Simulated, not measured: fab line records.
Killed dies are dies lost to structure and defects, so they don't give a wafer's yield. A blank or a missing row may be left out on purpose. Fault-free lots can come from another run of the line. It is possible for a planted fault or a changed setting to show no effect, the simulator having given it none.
One fault seen from 2 desks -- flow n5 finfet -- each desk holds nothing but its own numbers, with what lay behind them at the end

== THE TOOL OWNER'S DESK: pecvd-03 ==
The tool's own readings at N5_BEOL_M7_PECVD_70 (deposits SiO2 from TEOS/O2, target thk 20 nm, time 22.7 s): means of the sampled wafers that have a number, for each lot that ran on this tool. Any lot whose mean is over 4 standard deviations away from the usual mean is out of limits and marked OUT; that distance is given in the brackets.
Columns: A = heater power w at N5_BEOL_M7_PECVD_70, usual 667 W; B = showerhead plenum p Torr at N5_BEOL_M7_PECVD_70, usual 8.79 Torr; C = susceptor temp C at N5_BEOL_M7_PECVD_70, usual 399.97 C; D = throttle valve pct at N5_BEOL_M7_PECVD_70, usual 21.8 %
lot,first seen here,A,B,C,D
L897,day 9 18:43,714,8.85,399.93,21.7
L894,day 9 22:11,645,8.83,400.14,21.8
L899,day 10 13:40,786,8.79,399.64,22.3
L900,day 10 20:19,734,8.80,400.15,21.2
L907,day 12 15:53,779,8.84,403.81 (+17) OUT,21.6
L911,day 13 18:08,629,8.87,405.30 (+24) OUT,21.2
This desk finds L907, L911 out of limits, L907 being first, at day 12 15:53 (susceptor temp C at N5_BEOL_M7_PECVD_70). In limits: L897, L894, L899, L900.

== METROLOGY DESK ==
What the gauges read, lot by lot, whatever tool the lot ran on: means of the sampled wafers that have a number. Any lot whose mean is over 4 standard deviations away from the usual mean is out of limits and marked OUT; that distance is given in the brackets.
Columns: A = trench depth nm at N5_BEOL_M6_OCD_MEAS_38, usual 94.7 nm; B = M6_RS at N5_BEOL_M6_RS_MEAS_57, usual 0.284 ohm/sq
lot,first seen here,A,B
L898,day 9 13:05,94.1,0.292
L897,day 9 15:23,96.3,0.274
L894,day 9 18:10,93.8,0.290
L899,day 10 09:52,95.5,0.280
L900,day 10 16:13,94.3,0.294
L903,day 11 19:23,95.8,0.277
L906,day 12 09:42,94.6,0.283
L907,day 12 09:45,95.0,0.280
L911,day 13 15:08,95.3,0.281
L913,day 13 21:41,97.2,0.270
L914,day 14 12:53,94.9,0.291
L915,day 14 13:22,95.1,0.285
L916,day 15 01:59,93.6,0.284
This desk's finding: nothing out of limits on any of the 13 lots.

== BROUGHT TOGETHER ==
An alarm could have come from the tool owner's desk at day 12 15:53, on L907, L911.
At the metrology desk, nothing out of limits was observed.
The metrology desk holds a record of L907, L911, inside its limits.
Of the lots named, all ran N5_BEOL_M7_PECVD_70 on pecvd-03.

== WHAT THE SIMULATOR HAD PUT IN ==
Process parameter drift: pecvd-03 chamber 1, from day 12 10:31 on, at N5_BEOL_M7_PECVD_70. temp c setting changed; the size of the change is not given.
Shown lots that were struck: L907, L911.
Delay in hours, fault start to first out-of-limits reading, by desk: the tool owner's desk at 5.
